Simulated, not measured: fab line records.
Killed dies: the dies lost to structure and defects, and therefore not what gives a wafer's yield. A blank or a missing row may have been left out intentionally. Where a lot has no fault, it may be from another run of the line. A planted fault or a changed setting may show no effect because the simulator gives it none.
Chamber matching :: flow nand harc :: 4 sister chambers for NHARC_A_STAIRCASE_ALD_415 on ald hk-03
The step deposits SiO2, target thk 30 nm, pulse time 6 s, ald cycles 300. 14 wafers are shown with their chamber, then 7 later ones without.

== WAFERS WITH THEIR CHAMBER ==
wafer: L150.1
chamber: 1
heater power w (W): 437
precursor pulse height rel: 1.050
susceptor temp C (C): 299.90

wafer: L150.2
chamber: 3
heater power w (W): 450
precursor pulse height rel: 1.005
susceptor temp C (C): 300.11

wafer: L150.5
chamber: 0
heater power w (W): 413
precursor pulse height rel: 0.986
susceptor temp C (C): 299.99

wafer: L154.1
chamber: 1
heater power w (W): 446
precursor pulse height rel: 1.011
susceptor temp C (C): 299.87

wafer: L154.5
chamber: 2
heater power w (W): 677
precursor pulse height rel: 0.965
susceptor temp C (C): 299.77

wafer: L154.6
chamber: 3
heater power w (W): 457
precursor pulse height rel: 0.989
susceptor temp C (C): 300.19

wafer: L155.2
chamber: 3
heater power w (W): 459
precursor pulse height rel: 0.980
susceptor temp C (C): 299.73

wafer: L155.3
chamber: 2
heater power w (W): 670
precursor pulse height rel: 0.996
susceptor temp C (C): 300.20

wafer: L155.5
chamber: 3
heater power w (W): 455
precursor pulse height rel: 1.020
susceptor temp C (C): 299.75

wafer: L159.1
chamber: 2
heater power w (W): 676
precursor pulse height rel: 0.988
susceptor temp C (C): 299.68

wafer: L159.2
chamber: 1
heater power w (W): 440
precursor pulse height rel: 1.028
susceptor temp C (C): 299.84

wafer: L159.6
chamber: 0
heater power w (W): 417
precursor pulse height rel: 1.000
susceptor temp C (C): 300.29

wafer: L158.1
chamber: 0
heater power w (W): 405
precursor pulse height rel: 1.001
susceptor temp C (C): 300.05

wafer: L158.2
chamber: 3
heater power w (W): 460
precursor pulse height rel: 0.998
susceptor temp C (C): 300.07

SIGNATURES (means of the wafers above)
reading: heater power w
chamber 0: 411.67
chamber 1: 441.00
chamber 2: 674.33
chamber 3: 456.20
scatter within a chamber: 4.56

reading: precursor pulse height rel
chamber 0: 0.99567
chamber 1: 1.02967
chamber 2: 0.98300
chamber 3: 0.99840
scatter within a chamber: 0.0154

reading: susceptor temp C
chamber 0: 300.1100
chamber 1: 299.8700
chamber 2: 299.8833
chamber 3: 299.9700
scatter within a chamber: 0.198
Rule: for a wafer and a chamber, the distance is found by dividing, reading by reading, the gap between the wafer's reading and the chamber's mean by the reading's scatter, squaring, summing and taking the root. If the next closest chamber is less than 2 further off than the closest, the wafer can't be placed; otherwise it belongs to the closest. The scatter: the root of (the sum of the squares of (reading less its chamber's mean) over the shown wafers, divided by (wafers less chambers)).

== WAFERS MISSING THEIR CHAMBER ==
wafer: L158.3
heater power w (W): 672
precursor pulse height rel: 1.003
susceptor temp C (C): 299.97

wafer: L170.2
heater power w (W): 396
precursor pulse height rel: 0.982
susceptor temp C (C): 300.08

wafer: L170.5
heater power w (W): 448
precursor pulse height rel: 1.003
susceptor temp C (C): 300.10

wafer: L170.6
heater power w (W): 655
precursor pulse height rel: 0.984
susceptor temp C (C): 299.81

wafer: L168.1
heater power w (W): 396
precursor pulse height rel: 1.015
susceptor temp C (C): 299.49

wafer: L168.4
heater power w (W): 650
precursor pulse height rel: 1.008
susceptor temp C (C): 299.84

wafer: L168.6
heater power w (W): 472
precursor pulse height rel: 1.026
susceptor temp C (C): 300.14

== WHICH CHAMBER EACH ONE RAN IN ==
wafer: L158.3
from the rows above: 2
in truth: 2

wafer: L170.2
from the rows above: 0
in truth: 0

wafer: L170.5
from the rows above: can't be placed: 3 or 1
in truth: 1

wafer: L170.6
from the rows above: 2
in truth: 2

wafer: L168.1
from the rows above: 0
in truth: 0

wafer: L168.4
from the rows above: 2
in truth: 2

wafer: L168.6
from the rows above: 3
in truth: 3
Correct placement for 6 of the 7. From these rows, 1 cannot be placed; in 1 the true chamber is one of the candidates. 0 placed wrongly.
